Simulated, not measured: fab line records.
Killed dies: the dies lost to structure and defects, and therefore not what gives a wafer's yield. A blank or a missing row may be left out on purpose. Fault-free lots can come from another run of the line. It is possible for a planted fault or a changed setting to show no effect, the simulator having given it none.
A struck lot beside a sound one | flow nand-harc | 15 steps out of a route of 1302
Sound: these wafers, L995.2, L995.3, L995.6. The struck wafers were L999.2, L999.3, L999.4. The cause is given at the end.
Each step with rows lists, per side, the tool, then ch with its chambers, then its first start. Under that, the readings that differ: sound wafers | struck wafers | difference of the means | sigmas: that difference in standard deviations of wafers without a fault.
alike: readings whose means differ by less than 2 such deviations, and words and numbers that are the same on both sides. not compared: withheld readings, readings that some wafer has no value for, bounds like >300 that may hide the same value, and numbers for which the record gives no deviation and whose values overlap.
Wherever a step has rows on one side only, a row that says differs or no value, or a row with sigmas, the two part there. Numbers that don't overlap but have no deviation are shown without sigmas and don't part them. A reading missing from all wafers of one side parts the sides only when that side holds two or more wafers.

first, 6 steps without rows for these wafers: NHARC_A_DECK1_JOINT_CVD_34 (deposits SiNx, target thk 20 nm); NHARC_A_DECK1_JOINT_DEP_06 (deposits SiOx, target thk 80 nm); NHARC_A_DECK1_JOINT_CURE_26 (time 32 s); NHARC_A_DECK1_JOINT_ANNEAL_27 (time 3600 s); NHARC_A_DECK1_JOINT_ANNEAL_28 (time 1800 s); NHARC_A_DECK1_JOINT_ANNEAL_29 (time 1800 s).
NHARC_A_DECK1_JOINT_CMP_02: polishes SiOx.
  sound on cmp-02 ch 0,2,3, day 14 11:43; struck on cmp-03 ch 0,1,3, day 16 03:37
  alike: motor-current-A, slurry-filter-dp-kPa
next, for these wafers, 1 step has no rows: NHARC_A_DECK1_JOINT_SRD_15.
NHARC_A_DECK1_JOINT_DEP_16: deposits SiO2, target thk 45 nm.
  sound on pecvd-04 ch 0,1, day 14 12:17; struck on pecvd-03 ch 1,2, day 16 04:01
  alike: heater-power-w, throttle-valve-pct
  not compared: since-wet-clean-h
NHARC_A_DECK1_JOINT_THK_MEAS_17: measures by ellipsometry.
  sound on film-metro-02 at day 14 12:37; struck on film-metro-01 at day 16 04:17
  alike: thk-nm
NHARC_A_DECK1_JOINT_INSPECT_05:
  sound on defect-inspect-01 at day 14 12:38; struck on defect-inspect-02 at day 16 04:20
  alike: raw-defect-count
NHARC_A_ONON_D2_DEP_00: target thk 1000 nm.
  sound on pecvd-onon-04 ch 0, day 14 12:46; struck on pecvd-onon-04 ch 0, day 16 04:27
  alike: nh3-flow-sccm
NHARC_A_ONON_D2_THK_MEAS_02: measures by ellipsometry.
  sound on film-metro-01 at day 14 13:14; struck on film-metro-02 at day 16 04:54
  reading     | sound       | struck      | difference | sigmas
  thk-nm (nm) | 993 991 993 | 671 671 672 | -321       | -27
after that, 1 step with no rows for these wafers: NHARC_A_ONON_D2_DEP_03 (target thk 1000 nm).
-- jump in the record: it breaks off in module A_ONON_D2 and resumes in module END (first step shown: number 1302 of the route), and 12 days separate the struck wafers' starts before and after --
NHARC_END_SORT_01:
  sound on prober-02 ch 0, day 26 05:20; struck on prober-01 ch 0, day 28 10:11
  reading         | sound    | struck      | difference | sigmas
  killed-at-array | 40 43 47 | 672 676 664 | +627       | +27
  killed-dies     | 42 45 49 | 677 677 677 | +632       | +27
  alike: killed-at-other, killed-at-periphery, killed-open, killed-short

## WHERE THEY PART
Earliest at NHARC_A_ONON_D2_THK_MEAS_02; latest, in this record, at NHARC_END_SORT_01.

WHY: what the simulator had put in
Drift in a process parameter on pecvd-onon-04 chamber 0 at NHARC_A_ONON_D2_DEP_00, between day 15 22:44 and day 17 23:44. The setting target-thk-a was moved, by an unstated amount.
